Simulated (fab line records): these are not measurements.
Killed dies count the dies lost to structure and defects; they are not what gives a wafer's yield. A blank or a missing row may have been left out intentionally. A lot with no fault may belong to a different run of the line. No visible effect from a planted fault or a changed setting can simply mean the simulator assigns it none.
Split-lot experiment :: flow n5Finfet :: route with 1938 steps; 7 lots, 21 wafers read

THE SPLIT ITSELF
At N5_SDB_COAT_05 (resist thk 90 nm), the setting spinRpm was moved away from the recipe's 1500 rpm on 5 of the 21 wafers read, by -8.2% to +3.3%. All remaining wafers had this setting at the recipe value.

FROM THE SPLIT TO THE READING: what the file shows between them, 6 steps
- N5_SDB_EBR_07
- N5_SDB_SOFTBAKE_06: time 60 s
- N5_SDB_EXPOSE_08: exposes mask SDB
- N5_SDB_PEB_09: peb time 60 s
- N5_SDB_DEVELOP_10: develop time 30 s
- N5_SDB_DESCUM_16: chemistry O2, time 7.9 s

THE READING
CAR-ArF_of_SDB_COAT_05.thkNm (the simulator's own value, which no gauge read), in nm, at N5_SDB_ETCH_17 (etches SiARC in CF4, target depth 23.4 nm, time 39 s). The file gives no usual value for it. The 16 wafers here that ran the recipe average 66.5 nm, standard deviation 0.25 nm.

wafer: L079.1
tool, chamber at the split: lithoTrack-03, 0
spinRpm as run, rpm: 1500
against the recipe: recipe
CAR-ArF_of_SDB_COAT_05.thkNm, nm: 66.6
against lot-mates on the recipe: -

wafer: L079.2
tool, chamber at the split: lithoTrack-03, 0
spinRpm as run, rpm: 1500
against the recipe: recipe
CAR-ArF_of_SDB_COAT_05.thkNm, nm: 66.6
against lot-mates on the recipe: -

wafer: L079.6
tool, chamber at the split: lithoTrack-03, 0
spinRpm as run, rpm: 1500
against the recipe: recipe
CAR-ArF_of_SDB_COAT_05.thkNm, nm: 66.6
against lot-mates on the recipe: -

wafer: L080.2
tool, chamber at the split: lithoTrack-03, 0
spinRpm as run, rpm: 1500
against the recipe: recipe
CAR-ArF_of_SDB_COAT_05.thkNm, nm: 66.6
against lot-mates on the recipe: -

wafer: L080.3
tool, chamber at the split: lithoTrack-03, 0
spinRpm as run, rpm: 1500
against the recipe: recipe
CAR-ArF_of_SDB_COAT_05.thkNm, nm: 66.8
against lot-mates on the recipe: -

wafer: L080.5
tool, chamber at the split: lithoTrack-03, 0
spinRpm as run, rpm: 1500
against the recipe: recipe
CAR-ArF_of_SDB_COAT_05.thkNm, nm: 66.8
against lot-mates on the recipe: -

wafer: L082.2
tool, chamber at the split: lithoTrack-04, 0
spinRpm as run, rpm: 1500
against the recipe: recipe
CAR-ArF_of_SDB_COAT_05.thkNm, nm: 66.4
against lot-mates on the recipe: -

wafer: L082.3
tool, chamber at the split: lithoTrack-04, 0
spinRpm as run, rpm: 1500
against the recipe: recipe
CAR-ArF_of_SDB_COAT_05.thkNm, nm: 66.4
against lot-mates on the recipe: -

wafer: L082.5
tool, chamber at the split: lithoTrack-04, 0
spinRpm as run, rpm: 1500
against the recipe: recipe
CAR-ArF_of_SDB_COAT_05.thkNm, nm: 66.4
against lot-mates on the recipe: -

wafer: L085.1
tool, chamber at the split: lithoTrack-04, 0
spinRpm as run, rpm: 1500
against the recipe: recipe
CAR-ArF_of_SDB_COAT_05.thkNm, nm: 66
against lot-mates on the recipe: -

wafer: L085.2
tool, chamber at the split: lithoTrack-04, 0
spinRpm as run, rpm: 1500
against the recipe: recipe
CAR-ArF_of_SDB_COAT_05.thkNm, nm: 66.6
against lot-mates on the recipe: -

wafer: L085.5
tool, chamber at the split: lithoTrack-04, 0
spinRpm as run, rpm: 1377
against the recipe: -8.2%
CAR-ArF_of_SDB_COAT_05.thkNm, nm: 70.2
against lot-mates on the recipe: +3.9

wafer: L093.2
tool, chamber at the split: lithoTrack-04, 0
spinRpm as run, rpm: 1500
against the recipe: recipe
CAR-ArF_of_SDB_COAT_05.thkNm, nm: 66
against lot-mates on the recipe: -

wafer: L093.4
tool, chamber at the split: lithoTrack-04, 0
spinRpm as run, rpm: 1549
against the recipe: +3.3%
CAR-ArF_of_SDB_COAT_05.thkNm, nm: 64.8
against lot-mates on the recipe: -1.2

wafer: L093.5
tool, chamber at the split: lithoTrack-04, 0
spinRpm as run, rpm: 1549
against the recipe: +3.3%
CAR-ArF_of_SDB_COAT_05.thkNm, nm: 64.8
against lot-mates on the recipe: -1.2

wafer: L094.1
tool, chamber at the split: lithoTrack-02, 0
spinRpm as run, rpm: 1500
against the recipe: recipe
CAR-ArF_of_SDB_COAT_05.thkNm, nm: 66.6
against lot-mates on the recipe: -

wafer: L094.3
tool, chamber at the split: lithoTrack-02, 0
spinRpm as run, rpm: 1500
against the recipe: recipe
CAR-ArF_of_SDB_COAT_05.thkNm, nm: 66.6
against lot-mates on the recipe: -

wafer: L094.5
tool, chamber at the split: lithoTrack-02, 0
spinRpm as run, rpm: 1500
against the recipe: recipe
CAR-ArF_of_SDB_COAT_05.thkNm, nm: 66.4
against lot-mates on the recipe: -

wafer: L097.2
tool, chamber at the split: lithoTrack-02, 0
spinRpm as run, rpm: 1393
against the recipe: -7.1%
CAR-ArF_of_SDB_COAT_05.thkNm, nm: 70.4
against lot-mates on the recipe: +3.4

wafer: L097.3
tool, chamber at the split: lithoTrack-02, 0
spinRpm as run, rpm: 1393
against the recipe: -7.1%
CAR-ArF_of_SDB_COAT_05.thkNm, nm: 70
against lot-mates on the recipe: +3.0

wafer: L097.6
tool, chamber at the split: lithoTrack-02, 0
spinRpm as run, rpm: 1500
against the recipe: recipe
CAR-ArF_of_SDB_COAT_05.thkNm, nm: 67
against lot-mates on the recipe: -

FIT RESULTS
A straight line over all 21 wafers: CAR-ArF_of_SDB_COAT_05.thkNm changes by -0.494 nm for each +1% of spinRpm; r = -0.99; the points scatter about the line by 0.26 nm.
The same after taking each lot's own level away (the mean of its wafers on the recipe; 21 wafers): -0.446 nm for each +1%; r = -0.99; scatter 0.16 nm.
That fit puts the effect of the largest move of spinRpm on the reading at 3.7 nm.
The lots' own levels span 66.00 to 67.00 nm, that is 3.9 times the standard deviation above.
So the lot-to-lot level changes the slope: the two fits differ.
Check: +3.58 nm against its lot-mates is what the line predicts for one of the wafers moved furthest among these (-8.2%) when that wafer is left out of the fit. Against them it came out at +3.9 nm.

OTHER SPLITS ON THESE WAFERS
Note: prior to the reading, these wafers also went through further splits. Each is held against what the fit with the lots' levels taken away leaves over:
other split on the same wafers: N5_DUMMY_GATE_EXPOSE_12 doseMj
wafers away from the commonest value: 9
r with CAR-ArF_of_SDB_COAT_05.thkNm (lot level and that fit taken away): -0.04

other split on the same wafers: N5_SD_EPI_N_PEB_07 pebTempC
wafers away from the commonest value: 6
r with CAR-ArF_of_SDB_COAT_05.thkNm (lot level and that fit taken away): +0.19

other split on the same wafers: N5_SD_EPI_N_DEVELOP_08 developTimeS
wafers away from the commonest value: 10
r with CAR-ArF_of_SDB_COAT_05.thkNm (lot level and that fit taken away): +0.14

other split on the same wafers: N5_SDB_HM_DEP_00 timeS
wafers away from the commonest value: 6
r with CAR-ArF_of_SDB_COAT_05.thkNm (lot level and that fit taken away): +0.14

THE WHOLE CHAIN: every reading that the file lists as answering this split, in the file's order
step: N5_SDB_COAT_05
what it does: resist thk 90 nm
reading: CAR-ArF_of_SDB_COAT_05.thkNm (the simulator's own value, which no gauge read)
change (the file's fit): -0.446 nm for each +1% of the setting
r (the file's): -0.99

step: N5_SDB_DEVELOP_10
what it does: develop time 30 s
reading: CAR-ArF_of_SDB_COAT_05.thkNm (the simulator's own value, which no gauge read)
change (the file's fit): -0.442 nm for each +1% of the setting
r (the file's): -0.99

step: N5_SDB_ETCH_17
what it does: etches SiARC in CF4, target depth 23.4 nm, time 39 s
reading: CAR-ArF_of_SDB_COAT_05.thkNm (the simulator's own value, which no gauge read)
change (the file's fit): -0.456 nm for each +1% of the setting
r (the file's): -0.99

THE FILE'S OWN FIT
CAR-ArF_of_SDB_COAT_05.thkNm changes by -0.456 nm for each +1% of spinRpm, r = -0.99.
